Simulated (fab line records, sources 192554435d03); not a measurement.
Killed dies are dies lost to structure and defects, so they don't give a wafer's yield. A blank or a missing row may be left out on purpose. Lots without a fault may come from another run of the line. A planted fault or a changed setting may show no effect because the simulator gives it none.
Which tool did it? | flow n5_finfet | 11 lots, 30 wafers sampled, at 6 steps of a route of 1938

WHAT THE GAUGES READ, wafer by wafer
N5_ZERO_LAYER_INSPECT_20: inspects for defects (darkfield). Usual: raw_defect_count 38, standard deviation 16.
lot  | measured    | on                | raw_defect_count | flag
L618 | day 1 13:25 | defect_inspect-02 | 49 39 40         |
L619 | day 1 19:17 | defect_inspect-02 | 37 27            |
L622 | day 2 13:26 | defect_inspect-02 | 86 61 61         |
L623 | day 2 19:26 | defect_inspect-02 | 23 28 28         |
L624 | day 3 01:25 | defect_inspect-02 | 26 20 24         |
L625 | day 3 07:53 | defect_inspect-02 | 50 40            |
L627 | day 3 19:24 | defect_inspect-02 | 80 30            |
L634 | day 5 13:25 | defect_inspect-01 | 21 34 25         |
L637 | day 6 07:23 | defect_inspect-01 | 29 36 33         |
L640 | day 7 01:17 | defect_inspect-01 | 31 27 18         |
L641 | day 7 07:23 | defect_inspect-02 | 50 76 53         |

N5_WELL_APT_CD_MEAS_08: target cd 200 nm. Usual: cd_nm 199.3 nm, standard deviation 2.1.
lot  | measured    | on        | cd_nm (nm)        | flag
L618 | day 1 13:50 | cd_sem-03 | 205.3 198.3 198.1 |
L619 | day 1 19:35 | cd_sem-03 | 201.4 200.8       |
L622 | day 2 13:44 | cd_sem-03 | 200.0 200.6 197.0 |
L623 | day 2 19:52 | cd_sem-02 | 202.1 199.8 199.3 |
L624 | day 3 01:50 | cd_sem-02 | 197.2 196.2 199.6 |
L625 | day 3 08:11 | cd_sem-01 | 199.9 197.3       |
L627 | day 3 19:42 | cd_sem-02 | 192.9 191.0       | OFF
L634 | day 5 13:43 | cd_sem-02 | 201.9 197.9 204.6 |
L637 | day 6 07:49 | cd_sem-02 | 201.1 199.7 197.5 |
L640 | day 7 01:42 | cd_sem-03 | 198.7 197.5 199.0 |
L641 | day 7 07:49 | cd_sem-01 | 201.2 196.5 198.7 |

N5_WELL_APT_INSPECT_10: inspects for defects (macro). Usual: raw_defect_count 1.9, standard deviation 1.6.
lot  | measured    | on                | raw_defect_count | flag
L618 | day 1 13:54 | defect_inspect-02 | 0 2 3            |
L619 | day 1 19:38 | defect_inspect-02 | 1 1              |
L622 | day 2 13:48 | defect_inspect-01 | 0 0 4            |
L623 | day 2 19:55 | defect_inspect-01 | 0 5 2            |
L624 | day 3 01:53 | defect_inspect-02 | 3 1 0            |
L625 | day 3 08:15 | defect_inspect-01 | 1 5              |
L627 | day 3 19:46 | defect_inspect-02 | 0 2              |
L634 | day 5 13:46 | defect_inspect-01 | 0 1 8            |
L637 | day 6 07:52 | defect_inspect-01 | 0 3 1            |
L640 | day 7 01:46 | defect_inspect-02 | 0 3 6            |
L641 | day 7 07:52 | defect_inspect-02 | 1 1 3            |

N5_BEOL_M4_RC_MEAS_101. Usual: DIBL_N 37.5 mV/V, standard deviation 2; DIBL_P 37.5 mV/V, standard deviation 2.5; IOFF_N 0.18 nA/um, standard deviation 0.042; IOFF_P 0.24 nA/um, standard deviation 0.046; ION_N 677 uA/um, standard deviation 15; ION_P 464 uA/um, standard deviation 9.5; SS_N 72.0 mV/dec, standard deviation 0.76; SS_P 73.6 mV/dec, standard deviation 0.79; VT_N 249 mV, standard deviation 3.5; VT_P -249 mV, standard deviation 3.2.
lot  | measured     | on        | DIBL_N (mV/V)  | DIBL_P (mV/V)  | IOFF_N (nA/um) | IOFF_P (nA/um) | ION_N (uA/um) | ION_P (uA/um) | SS_N (mV/dec)  | SS_P (mV/dec)  | VT_N (mV)   | VT_P (mV)      | flag
L618 | day 7 17:21  | prober-01 | 40.3 36.7 37.4 | 39.7 36.9 37.3 | 0.25 0.16 0.16 | 0.27 0.23 0.23 | 677 686 690   | 458 473 473   | 73.5 71.2 72.0 | 73.8 72.4 73.4 | 245 248 250 | -249 -248 -247 |
L619 | day 8 02:11  | prober-02 | 37.0 38.1      | 38.6 39.7      | 0.17 0.18      | 0.23 0.26      | 691 667       | 466 458       | 72.8 72.8      | 74.1 74.7      | 247 251     | -251 -249      |
L622 | day 8 14:33  | prober-02 | 36.5 37.0 39.3 | 34.2 36.7 37.7 | 0.13 0.15 0.18 | 0.21 0.26 0.26 | 670 658 680   | 468 464 470   | 71.2 71.2 72.3 | 73.3 73.5 73.6 | 254 250 247 | -247 -248 -245 |
L623 | day 9 03:02  | prober-01 | 34.2 36.0 36.8 | 34.4 37.9 38.0 | 0.15 0.18 0.20 | 0.18 0.24 0.23 | 682 670 687   | 471 457 464   | 72.3 72.0 72.0 | 73.2 73.3 74.3 | 253 247 247 | -254 -249 -251 |
L624 | day 9 10:41  | prober-02 | 37.3 39.1 34.8 | 36.9 38.0 35.0 | 0.17 0.20 0.13 | 0.24 0.26 0.23 | 678 684 650   | 469 472 454   | 71.4 72.7 71.0 | 74.0 74.2 74.0 | 249 248 250 | -249 -247 -248 |
L625 | day 9 12:52  | prober-02 | 36.8 38.7      | 37.1 38.1      | 0.14 0.19      | 0.24 0.25      | 645 679       | 448 464       | 70.6 71.8      | 73.9 73.3      | 254 247     | -251 -249      |
L627 | day 10 05:12 | prober-02 | 38.0 39.1      | 37.3 39.7      | 0.18 0.19      | 0.24 0.28      | 677 667       | 465 468       | 71.7 71.3      | 73.2 74.1      | 252 247     | -247 -245      |
L634 | day 11 13:32 | prober-02 | 35.3 36.3 35.2 | 34.4 35.7 34.0 | 0.12 0.15 0.12 | 0.18 0.20 0.17 | 661 688 648   | 461 476 452   | 71.0 71.4 71.3 | 72.3 72.5 72.6 | 254 252 257 | -252 -255 -254 |
L637 | day 13 03:25 | prober-01 | 36.3 35.6 40.4 | 37.2 35.8 39.2 | 0.17 0.15 0.25 | 0.24 0.22 0.27 | 693 665 676   | 480 466 461   | 70.8 71.5 73.2 | 72.9 72.4 73.8 | 248 248 248 | -247 -248 -244 |
L640 | day 13 17:25 | prober-01 | 39.4 34.4 39.7 | 39.4 34.4 40.4 | 0.22 0.12 0.23 | 0.25 0.18 0.28 | 683 672 697   | 457 465 474   | 72.8 71.4 72.3 | 74.8 73.1 74.5 | 244 251 241 | -249 -254 -249 |
L641 | day 13 19:04 | prober-02 | 37.1 35.2 38.5 | 36.8 35.5 38.6 | 0.19 0.13 0.20 | 0.20 0.18 0.23 | 668 659 673   | 454 452 457   | 72.8 71.5 72.3 | 73.0 73.1 74.2 | 248 251 248 | -253 -253 -249 |

WHICH TOOL RAN EACH LOT (tool, then ch and the chambers of the sampled wafers, then the start)
lot  | N5_ZERO_LAYER_STRIP_24              | N5_WELL_APT_EXPOSE_05
L618 | plasma_asher-01 ch 0,1, day 1 13:03 | krf_scanner-02 ch 0, day 1 13:40
L619 | plasma_asher-02 ch 0, day 1 18:53   | krf_scanner-02 ch 0, day 1 19:25
L622 | plasma_asher-02 ch 0,1, day 2 13:04 | krf_scanner-01 ch 0, day 2 13:34
L623 | plasma_asher-01 ch 0,1, day 2 19:04 | krf_scanner-02 ch 0, day 2 19:42
L624 | plasma_asher-01 ch 0,1, day 3 01:01 | krf_scanner-01 ch 0, day 3 01:40
L625 | plasma_asher-01 ch 0, day 3 07:32   | krf_scanner-01 ch 0, day 3 08:01
L627 | plasma_asher-02 ch 0,1, day 3 19:01 | krf_scanner-01 ch 0, day 3 19:32
L634 | plasma_asher-02 ch 0,1, day 5 13:03 | krf_scanner-02 ch 0, day 5 13:33
L637 | plasma_asher-02 ch 0,1, day 6 07:01 | krf_scanner-02 ch 0, day 6 07:38
L640 | plasma_asher-01 ch 0, day 7 00:53   | krf_scanner-02 ch 0, day 7 01:32
L641 | plasma_asher-02 ch 0, day 7 07:01   | krf_scanner-01 ch 0, day 7 07:38
- N5_ZERO_LAYER_STRIP_24: strips in O2.
- N5_WELL_APT_EXPOSE_05: exposes mask NWELL, defocus 0 nm, target cd 200 nm.

WHAT THE TOOLS THEMSELVES READ (means of the sampled wafers that have a number; where no wafer has one, the mark that the record gives instead)
N5_ZERO_LAYER_STRIP_24. Usual: drypump_motor_current_A 5.51 A, standard deviation 0.27; heater_power_w 330 W, standard deviation 19; oes_product_au 0.647 a.u., standard deviation 0.0048; strip_time_to_endpoint_s 43.85 s, standard deviation 0.094; temp_c 250.01 C, standard deviation 0.17.
lot  | tool            | drypump_motor_current_A (A) | heater_power_w (W) | oes_product_au (a.u.) | strip_time_to_endpoint_s (s) | temp_c (C) | flag
L618 | plasma_asher-01 | 5.69                        | 346                | 0.644                 | 43.90                        | 249.89     |
L619 | plasma_asher-02 | 5.52                        | 325                | 0.650                 | 43.91                        | 249.97     |
L622 | plasma_asher-02 | 5.46                        | 310                | 0.653                 | 43.94                        | 250.01     |
L623 | plasma_asher-01 | 5.70                        | 353                | 0.652                 | 43.95                        | 250.04     |
L624 | plasma_asher-01 | 5.70                        | 353                | 0.645                 | 43.81                        | 249.95     |
L625 | plasma_asher-01 | 5.15                        | 348                | 0.645                 | 43.92                        | 249.83     |
L627 | plasma_asher-02 | 5.49                        | 314                | 0.644                 | 43.86                        | 250.13     |
L634 | plasma_asher-02 | 5.51                        | 316                | 0.647                 | 43.86                        | 250.07     |
L637 | plasma_asher-02 | 5.43                        | 314                | 0.649                 | 43.96                        | 250.19     |
L640 | plasma_asher-01 | 5.18                        | 350                | 0.649                 | 43.82                        | 250.21     |
L641 | plasma_asher-02 | 5.55                        | 320                | 0.649                 | 43.79                        | 249.95     |

N5_WELL_APT_EXPOSE_05. Usual: exposure_dose_mJ_cm2 20.290, standard deviation 0.018.
lot  | tool           | exposure_dose_mJ_cm2 | flag
L618 | krf_scanner-02 | 20.277               |
L619 | krf_scanner-02 | 20.306               |
L622 | krf_scanner-01 | 20.298               |
L623 | krf_scanner-02 | 20.303               |
L624 | krf_scanner-01 | 20.296               |
L625 | krf_scanner-01 | 20.282               |
L627 | krf_scanner-01 | 20.319               |
L634 | krf_scanner-02 | 20.298               |
L637 | krf_scanner-02 | 20.277               |
L640 | krf_scanner-02 | 20.297               |
L641 | krf_scanner-01 | 20.291               |

THE ANSWER, worked out from the rows above alone
Rule: a lot is off if the mean of its wafers that have a number lies more than 3 standard deviations from the usual mean. A lot without any number at a reading at which 4 lots or more have one is off too. The other lots that the step has rows for count as sound. The gauges are gone through in route order, then the tools' own readings, and for those a lot's mean is taken as printed above. The first step at which some lot is off is used, and at that step the reading that is off furthest; a lot without a number counts as furthest.
Off: L627, at N5_WELL_APT_CD_MEAS_08 (cd_nm).
A tool fits if, at a process step before that reading, it ran every lot that is off, and no sound lot after the first of them. The gauges at N5_WELL_APT_CD_MEAS_08 are tried like those tools. None of those tried fits.

WHAT THE SIMULATOR HAD PUT IN
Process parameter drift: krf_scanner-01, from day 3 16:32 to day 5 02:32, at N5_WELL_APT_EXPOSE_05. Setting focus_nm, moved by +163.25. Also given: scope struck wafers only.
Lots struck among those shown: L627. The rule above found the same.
